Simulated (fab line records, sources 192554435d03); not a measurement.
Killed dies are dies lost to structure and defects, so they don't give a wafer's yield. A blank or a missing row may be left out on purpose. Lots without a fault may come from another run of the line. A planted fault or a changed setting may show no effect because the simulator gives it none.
Chamber matching | flow n5_finfet | N5_BEOL_M5_DEP_56 on pecvd-01: 3 sister chambers
The step deposits SiCN from 3MS/NH3, target thk 8 nm, time 14 s. 6 wafers are shown with their chamber, then 12 later ones without.

WAFERS WITH THEIR CHAMBER
wafer  | chamber | throttle_valve_pct (%) | showerhead_plenum_p_Torr (Torr)
L084.6 | 1       | 9.3                    | 3.665
L089.4 | 2       | 9.0                    | 3.669
L089.5 | 0       | 8.6                    | 3.659
L087.1 | 1       | 9.3                    | 3.662
L087.2 | 0       | 8.2                    | 3.646
L087.3 | 2       | 9.1                    | 3.655

WAFERS WITHOUT THEIR CHAMBER
wafer  | throttle_valve_pct (%) | showerhead_plenum_p_Torr (Torr)
L087.4 | 9.1                    | 3.661
L087.5 | 8.5                    | 3.650
L087.6 | 9.4                    | 3.660
L092.2 | 9.2                    | 3.664
L092.5 | 8.8                    | 3.651
L092.6 | 9.3                    | 3.660
L095.2 | 8.5                    | 3.633
L095.3 | 9.3                    | 3.647
L095.6 | 9.1                    | 3.663
L096.4 | 8.9                    | 3.663
L096.5 | 8.4                    | 3.648
L096.6 | 9.3                    | 3.664

WHICH CHAMBER EACH WENT THROUGH
wafer  | from the rows above          | in truth
L087.4 | can't be placed: 2 or 1      | 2
L087.5 | 0                            | 0
L087.6 | can't be placed: 1 or 2      | 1
L092.2 | can't be placed: 1 or 2      | 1
L092.5 | can't be placed: 2 or 0 or 1 | 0
L092.6 | can't be placed: 1 or 2      | 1
L095.2 | 0                            | 0
L095.3 | can't be placed: 1 or 2      | 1
L095.6 | can't be placed: 2 or 1      | 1
L096.4 | can't be placed: 2 or 1      | 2
L096.5 | 0                            | 0
L096.6 | can't be placed: 1 or 2      | 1
Placed correctly: 3 of 12. Can't be placed from these rows: 9 (the true chamber is among the candidates in 9). Placed wrongly: 0.
How it was worked out, from the rows above alone: a wafer's distance from a chamber is the root of the sum, over the readings, of the square of ((its reading less the chamber's mean) divided by the reading's scatter). The wafer belongs to the nearest chamber; if the next one is less than 2 further off, it can't be placed. A chamber's mean is the mean of its shown wafers. The scatter: the root of (the sum of the squares of (reading less its chamber's mean) over the shown wafers, divided by (wafers less chambers)).
